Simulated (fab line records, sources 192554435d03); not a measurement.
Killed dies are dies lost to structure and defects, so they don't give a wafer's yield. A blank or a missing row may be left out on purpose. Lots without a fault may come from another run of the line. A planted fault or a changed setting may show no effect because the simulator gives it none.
Which tool did it? | flow n5_finfet | 10 lots, 30 wafers sampled, at 5 steps of a route of 1938

WHAT THE GAUGES READ, wafer by wafer
N5_BEOL_M4_RC_MEAS_101. Usual: DIBL_N 37.0 mV/V, standard deviation 1.6; DIBL_P 37.0 mV/V, standard deviation 2.1; IOFF_N 0.17 nA/um, standard deviation 0.032; IOFF_P 0.22 nA/um, standard deviation 0.043; ION_N 679 uA/um, standard deviation 13; ION_P 465 uA/um, standard deviation 9.5; SS_N 71.7 mV/dec, standard deviation 0.59; SS_P 73.6 mV/dec, standard deviation 0.64; VT_N 249 mV, standard deviation 3.2; VT_P -249 mV, standard deviation 4.1.
lot  | measured     | on        | DIBL_N (mV/V)  | DIBL_P (mV/V)  | IOFF_N (nA/um) | IOFF_P (nA/um) | ION_N (uA/um) | ION_P (uA/um) | SS_N (mV/dec)  | SS_P (mV/dec)  | VT_N (mV)   | VT_P (mV)      | flag
L377 | day 10 21:20 | prober-01 | 36.1 37.7 35.1 | 34.2 34.9 34.2 | 0.13 0.15 0.12 | 0.17 0.18 0.17 | 663 662 656   | 454 453 450   | 71.3 71.9 72.3 | 73.7 73.6 73.1 | 252 252 257 | -257 -256 -255 |
L378 | day 10 13:54 | prober-01 | 36.1 37.5 37.3 | 36.0 37.2 38.1 | 0.16 0.19 0.18 | 0.21 0.23 0.24 | 678 689 684   | 468 465 471   | 71.3 71.9 71.9 | 73.6 73.3 73.5 | 247 245 245 | -248 -249 -250 |
L381 | day 10 21:41 | prober-02 | 39.1 34.8 36.4 | 40.2 35.0 37.1 | 0.24 0.13 0.18 | 0.30 0.19 0.23 | 680 659 685   | 467 463 468   | 72.0 71.8 72.3 | 74.4 73.2 73.3 | 245 254 250 | -247 -249 -248 |
L382 | day 11 19:07 | prober-01 | 38.3 39.5 38.3 | 38.2 38.6 38.5 | 0.19 0.22 0.20 | 0.23 0.24 0.22 | 691 683 685   | 469 465 467   | 72.0 72.1 71.9 | 73.2 74.2 73.5 | 246 241 245 | -249 -248 -250 |
L385 | day 13 07:55 | prober-01 | 38.4 38.3 37.5 | 38.6 39.0 37.0 | 0.20 0.21 0.18 | 0.24 0.25 0.22 | 692 705 677   | 471 473 462   | 71.3 71.4 71.6 | 73.9 74.3 73.4 | 246 243 249 | -247 -247 -248 |
L386 | day 13 16:23 | prober-01 | 36.2 38.7 39.8 | 35.0 38.3 39.8 | 0.14 0.18 0.23 | 0.16 0.22 0.25 | 657 670 679   | 448 455 463   | 71.7 71.6 72.4 | 73.6 74.2 74.3 | 252 249 245 | -256 -253 -249 |
L388 | day 14 07:47 | prober-01 | 34.2 38.7 36.4 | 35.3 39.0 38.1 | 0.12 0.20 0.16 | 0.20 0.26 0.24 | 660 683 675   | 456 473 469   | 70.2 72.5 71.5 | 74.0 74.5 74.5 | 254 249 248 | -250 -246 -248 |
L390 | day 13 18:02 | prober-02 | 35.3 36.5 37.6 | 33.1 34.2 36.0 | 0.14 0.16 0.18 | 0.21 0.23 0.25 | 687 680 684   | 479 470 471   | 71.6 71.4 72.2 | 72.5 73.4 73.7 | 248 251 248 | -247 -245 -245 |
L392 | day 14 23:17 | prober-01 | 36.6 36.8 36.0 | 34.7 34.9 34.1 | 0.14 0.14 0.12 | 0.19 0.19 0.17 | 680 668 663   | 465 464 455   | 71.0 71.4 70.5 | 73.7 72.9 72.3 | 250 251 251 | -252 -251 -254 |
L393 | day 15 02:08 | prober-02 | 37.9 38.6 36.5 | 38.6 38.9 36.7 | 0.20 0.21 0.17 | 0.27 0.26 0.23 | 695 681 671   | 476 465 468   | 72.2 72.8 71.5 | 74.1 74.4 72.8 | 247 247 247 | -247 -245 -250 |

WHICH TOOL RAN EACH LOT (tool, then ch and the chambers of the sampled wafers, then the start)
lot  | N5_MOL_CONTACT_COAG_ETCH_106      | N5_MOL_CONTACT_COAG_PRE_CLEAN_141 | N5_MOL_CONTACT_COAG_SPUTTER_143 | N5_MOL_CONTACT_COAG_ALD_27
L377 | rie_diel-05 ch 0,1,2, day 4 13:20 | pvd_sputter-01, day 4 22:55       | pvd_sputter-01, day 4 22:59     | ald_sin-04 ch 1,2, day 5 02:31
L378 | rie_diel-03 ch 1,3, day 4 21:49   | pvd_sputter-03, day 5 00:54       | pvd_sputter-03, day 5 00:58     | ald_sin-02 ch 0,1,2, day 5 04:20
L381 | rie_diel-03 ch 0,1,2, day 5 19:58 | pvd_sputter-01, day 5 22:38       | pvd_sputter-01, day 5 22:42     | ald_sin-03 ch 1,2,3, day 6 03:31
L382 | rie_diel-03 ch 0,1,2, day 5 22:10 | pvd_sputter-01, day 6 01:59       | pvd_sputter-01, day 6 02:02     | ald_sin-02 ch 0,1,2, day 6 06:10
L385 | rie_diel-03 ch 1,2,3, day 6 17:37 | pvd_sputter-01, day 6 21:19       | pvd_sputter-01, day 6 21:22     | ald_sin-02 ch 0,1,2, day 7 01:01
L386 | rie_diel-03 ch 0,1,3, day 6 23:27 | pvd_sputter-02, day 7 02:54       | pvd_sputter-02, day 7 02:58     | ald_sin-02 ch 0,1,3, day 7 07:33
L388 | rie_diel-02 ch 0,1, day 7 10:49   | pvd_sputter-02, day 7 16:02       | pvd_sputter-02, day 7 16:05     | ald_sin-02 ch 1,2, day 7 20:40
L390 | rie_diel-05 ch 0,1,2, day 8 03:34 | pvd_sputter-02, day 8 08:06       | pvd_sputter-02, day 8 08:10     | ald_sin-02 ch 0,1,2, day 8 13:58
L392 | rie_diel-05 ch 2,3, day 8 14:17   | pvd_sputter-02, day 8 16:47       | pvd_sputter-02, day 8 16:50     | ald_sin-02 ch 2,3, day 8 21:50
L393 | rie_diel-05 ch 1,2,3, day 8 15:25 | pvd_sputter-03, day 8 19:22       | pvd_sputter-03, day 8 19:26     | ald_sin-02 ch 0,1, day 9 02:38
- N5_MOL_CONTACT_COAG_ETCH_106: etches SOC in N2/H2, target depth 80 nm, overetch 16 nm, time 120 s.
- N5_MOL_CONTACT_COAG_PRE_CLEAN_141: time 60 s.
- N5_MOL_CONTACT_COAG_SPUTTER_143: material Co, target thk 2.5 nm.
- N5_MOL_CONTACT_COAG_ALD_27: deposits SiOC, target thk 17 nm, pulse time 1.5 s, time 2720 s.

WHAT THE TOOLS THEMSELVES READ (means of the sampled wafers that have a number; where no wafer has one, the mark that the record gives instead)
N5_MOL_CONTACT_COAG_ETCH_106. Usual: drypump_motor_current_A 5.8 A, standard deviation 0.56; oes_product_au 0.70 a.u., standard deviation 0.08; rf_vpp_V 523.5 V, standard deviation 2.9; showerhead_plenum_p_Torr 2.53 Torr, standard deviation 0.099; throttle_valve_pct 17.79 %, standard deviation 0.23.
lot  | tool        | drypump_motor_current_A (A) | oes_product_au (a.u.) | rf_vpp_V (V) | showerhead_plenum_p_Torr (Torr) | throttle_valve_pct (%) | flag
L377 | rie_diel-05 | 5.8                         | 0.70                  | 522.8        | 2.51                            | 17.71                  |
L378 | rie_diel-03 | 6.1                         | 0.68                  | 521.0        | 2.44                            | 17.97                  |
L381 | rie_diel-03 | 5.7                         | 0.69                  | 521.2        | 2.47                            | 17.85                  |
L382 | rie_diel-03 | 5.7                         | 0.68                  | 521.8        | 2.47                            | 17.86                  |
L385 | rie_diel-03 | 6.0                         | 0.66                  | 520.4        | 2.43                            | 18.00                  |
L386 | rie_diel-03 | 5.8                         | 0.67                  | 521.9        | 2.47                            | 17.88                  |
L388 | rie_diel-02 | 5.5                         | 0.81                  | 524.2        | 2.57                            | 17.63                  |
L390 | rie_diel-05 | 5.8                         | 0.67                  | 523.1        | 2.50                            | 17.74                  |
L392 | rie_diel-05 | 5.5                         | 0.68                  | 524.4        | 2.56                            | 17.66                  |
L393 | rie_diel-05 | 5.4                         | 0.69                  | 524.2        | 2.54                            | 17.59                  |

N5_MOL_CONTACT_COAG_PRE_CLEAN_141. Usual: heater_power_w 474 W, standard deviation 36.
lot  | tool           | heater_power_w (W) | flag
L377 | pvd_sputter-01 | 470                |
L378 | pvd_sputter-03 | 464                |
L381 | pvd_sputter-01 | 475                |
L382 | pvd_sputter-01 | 478                |
L385 | pvd_sputter-01 | 470                |
L386 | pvd_sputter-02 | 448                |
L388 | pvd_sputter-02 | 458                |
L390 | pvd_sputter-02 | 485                |
L392 | pvd_sputter-02 | 490                |
L393 | pvd_sputter-03 | 475                |

N5_MOL_CONTACT_COAG_SPUTTER_143. Usual: throttle_valve_pct 29.8 %, standard deviation 0.91.
lot  | tool           | throttle_valve_pct (%) | flag
L377 | pvd_sputter-01 | 30.5                   |
L378 | pvd_sputter-03 | 30.6                   |
L381 | pvd_sputter-01 | 29.8                   |
L382 | pvd_sputter-01 | 30.6                   |
L385 | pvd_sputter-01 | 30.3                   |
L386 | pvd_sputter-02 | 29.5                   |
L388 | pvd_sputter-02 | 30.5                   |
L390 | pvd_sputter-02 | 29.5                   |
L392 | pvd_sputter-02 | 29.6                   |
L393 | pvd_sputter-03 | 29.8                   |

N5_MOL_CONTACT_COAG_ALD_27. Usual: heater_power_w 870 W, standard deviation 73; precursor_pulse_height_rel 1.000, standard deviation 0.02; run_length_s 2769.8 s, standard deviation 0.7.
lot  | tool       | heater_power_w (W) | precursor_pulse_height_rel | run_length_s (s) | flag
L377 | ald_sin-04 | 863                | 1.008                      | 2770.1           |
L378 | ald_sin-02 | 822                | 0.989                      | 2769.0           |
L381 | ald_sin-03 | 933                | 1.018                      | 2770.3           |
L382 | ald_sin-02 | 826                | 0.991                      | 2769.2           |
L385 | ald_sin-02 | 829                | 0.986                      | 2769.2           |
L386 | ald_sin-02 | 843                | 0.985                      | 2769.4           |
L388 | ald_sin-02 | 784                | 0.995                      | 2769.1           |
L390 | ald_sin-02 | 830                | 0.990                      | 2769.1           |
L392 | ald_sin-02 | 952                | 1.016                      | 3588.3           | OFF
L393 | ald_sin-02 | 758                | 0.997                      | 4406.3           | OFF

THE ANSWER, worked out from the rows above alone
Rule: a lot is off if the mean of its wafers that have a number lies more than 3 standard deviations from the usual mean. A lot without any number at a reading at which 4 lots or more have one is off too. The other lots that the step has rows for count as sound. The gauges are gone through in route order, then the tools' own readings, and for those a lot's mean is taken as printed above. The first step at which some lot is off is used, and at that step the reading that is off furthest; a lot without a number counts as furthest.
Off: L392, L393, at N5_MOL_CONTACT_COAG_ALD_27 (run_length_s).
A tool fits if, at that step or a process step before it, it ran every lot that is off, and no sound lot after the first of them. Can't be told from this: 2 tools fit, rie_diel-05 at N5_MOL_CONTACT_COAG_ETCH_106, ald_sin-02 at N5_MOL_CONTACT_COAG_ALD_27.

WHAT THE SIMULATOR HAD PUT IN
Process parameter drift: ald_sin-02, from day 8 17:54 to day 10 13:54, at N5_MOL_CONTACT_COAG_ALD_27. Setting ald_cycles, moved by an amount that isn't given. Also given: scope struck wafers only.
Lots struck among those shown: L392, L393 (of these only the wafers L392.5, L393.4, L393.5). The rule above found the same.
